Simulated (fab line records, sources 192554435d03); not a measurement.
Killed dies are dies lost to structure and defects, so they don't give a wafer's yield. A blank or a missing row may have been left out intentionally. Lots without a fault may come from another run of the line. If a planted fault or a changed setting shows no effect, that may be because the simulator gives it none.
Chamber matching :: flow n5Finfet :: rieDiel-03 running N5_BEOL_M4_STRIP_19: 4 sister chambers
The step strips in O2. 16 wafers are shown with their chamber, then 8 later ones without.

== WAFERS, EACH WITH ITS CHAMBER ==
wafer: L074.1
chamber: 0
showerheadPlenumPTorr (Torr): 2.17
throttleValvePct (%): 17.08
drypumpMotorCurrentA (A): 5.6

wafer: L074.3
chamber: 3
showerheadPlenumPTorr (Torr): 2.12
throttleValvePct (%): 16.51
drypumpMotorCurrentA (A): 5.6

wafer: L074.5
chamber: 2
showerheadPlenumPTorr (Torr): 2.01
throttleValvePct (%): 16.64
drypumpMotorCurrentA (A): 5.7

wafer: L080.1
chamber: 0
showerheadPlenumPTorr (Torr): 2.16
throttleValvePct (%): 17.11
drypumpMotorCurrentA (A): 5.5

wafer: L080.2
chamber: 2
showerheadPlenumPTorr (Torr): 2.00
throttleValvePct (%): 16.65
drypumpMotorCurrentA (A): 5.7

wafer: L080.3
chamber: 3
showerheadPlenumPTorr (Torr): 2.12
throttleValvePct (%): 16.53
drypumpMotorCurrentA (A): 5.6

wafer: L080.4
chamber: 1
showerheadPlenumPTorr (Torr): 1.98
throttleValvePct (%): 16.87
drypumpMotorCurrentA (A): 5.4

wafer: L080.5
chamber: 2
showerheadPlenumPTorr (Torr): 2.00
throttleValvePct (%): 16.67
drypumpMotorCurrentA (A): 5.7

wafer: L080.6
chamber: 3
showerheadPlenumPTorr (Torr): 2.12
throttleValvePct (%): 16.50
drypumpMotorCurrentA (A): 5.6

wafer: L082.1
chamber: 1
showerheadPlenumPTorr (Torr): 1.97
throttleValvePct (%): 16.88
drypumpMotorCurrentA (A): 5.4

wafer: L082.2
chamber: 2
showerheadPlenumPTorr (Torr): 2.00
throttleValvePct (%): 16.67
drypumpMotorCurrentA (A): 5.7

wafer: L082.3
chamber: 3
showerheadPlenumPTorr (Torr): 2.12
throttleValvePct (%): 16.53
drypumpMotorCurrentA (A): 5.6

wafer: L082.4
chamber: 0
showerheadPlenumPTorr (Torr): 2.16
throttleValvePct (%): 17.13
drypumpMotorCurrentA (A): 5.5

wafer: L082.5
chamber: 3
showerheadPlenumPTorr (Torr): 2.12
throttleValvePct (%): 16.53
drypumpMotorCurrentA (A): 5.6

wafer: L082.6
chamber: 0
showerheadPlenumPTorr (Torr): 2.16
throttleValvePct (%): 17.11
drypumpMotorCurrentA (A): 5.5

wafer: L084.1
chamber: 0
showerheadPlenumPTorr (Torr): 2.16
throttleValvePct (%): 17.14
drypumpMotorCurrentA (A): 5.6

SIGNATURES (averages over the wafers above)
reading: showerheadPlenumPTorr
chamber 0: 2.1620
chamber 1: 1.9750
chamber 2: 2.0025
chamber 3: 2.1200
scatter within a chamber: 0.00413

reading: throttleValvePct
chamber 0: 17.1140
chamber 1: 16.8750
chamber 2: 16.6575
chamber 3: 16.5200
scatter within a chamber: 0.0174

reading: drypumpMotorCurrentA
chamber 0: 5.540
chamber 1: 5.400
chamber 2: 5.700
chamber 3: 5.600
scatter within a chamber: 0.0316
Rule: for a wafer and a chamber, the distance is found by dividing, reading by reading, the gap between the wafer's reading and the chamber's mean by the reading's scatter, squaring, summing and taking the root. The wafer belongs to the nearest chamber; if the next one is less than 2 further off, it can't be placed. How the scatter is found: for the shown wafers, subtract from each reading the mean of its chamber, square and add these, divide the total by (wafers less chambers), then take the root.

== WAFERS WITH NO CHAMBER GIVEN ==
wafer: L084.3
showerheadPlenumPTorr (Torr): 1.97
throttleValvePct (%): 16.90
drypumpMotorCurrentA (A): 5.4

wafer: L084.4
showerheadPlenumPTorr (Torr): 2.12
throttleValvePct (%): 16.54
drypumpMotorCurrentA (A): 5.7

wafer: L091.2
showerheadPlenumPTorr (Torr): 2.11
throttleValvePct (%): 16.56
drypumpMotorCurrentA (A): 5.6

wafer: L091.4
showerheadPlenumPTorr (Torr): 1.97
throttleValvePct (%): 16.92
drypumpMotorCurrentA (A): 5.4

wafer: L091.6
showerheadPlenumPTorr (Torr): 2.16
throttleValvePct (%): 17.14
drypumpMotorCurrentA (A): 5.5

wafer: L094.4
showerheadPlenumPTorr (Torr): 1.99
throttleValvePct (%): 16.72
drypumpMotorCurrentA (A): 5.7

wafer: L094.5
showerheadPlenumPTorr (Torr): 2.15
throttleValvePct (%): 17.17
drypumpMotorCurrentA (A): 5.5

wafer: L094.6
showerheadPlenumPTorr (Torr): 2.11
throttleValvePct (%): 16.56
drypumpMotorCurrentA (A): 5.6

== THE CHAMBER EACH PASSED THROUGH ==
wafer: L084.3
from the rows above: 1
in truth: 1

wafer: L084.4
from the rows above: 3
in truth: 3

wafer: L091.2
from the rows above: 3
in truth: 3

wafer: L091.4
from the rows above: 1
in truth: 1

wafer: L091.6
from the rows above: 0
in truth: 0

wafer: L094.4
from the rows above: 2
in truth: 2

wafer: L094.5
from the rows above: 0
in truth: 0

wafer: L094.6
from the rows above: 3
in truth: 3
8 of 8 placed correctly. Left unplaced by these rows: 0. 0 placed wrongly.
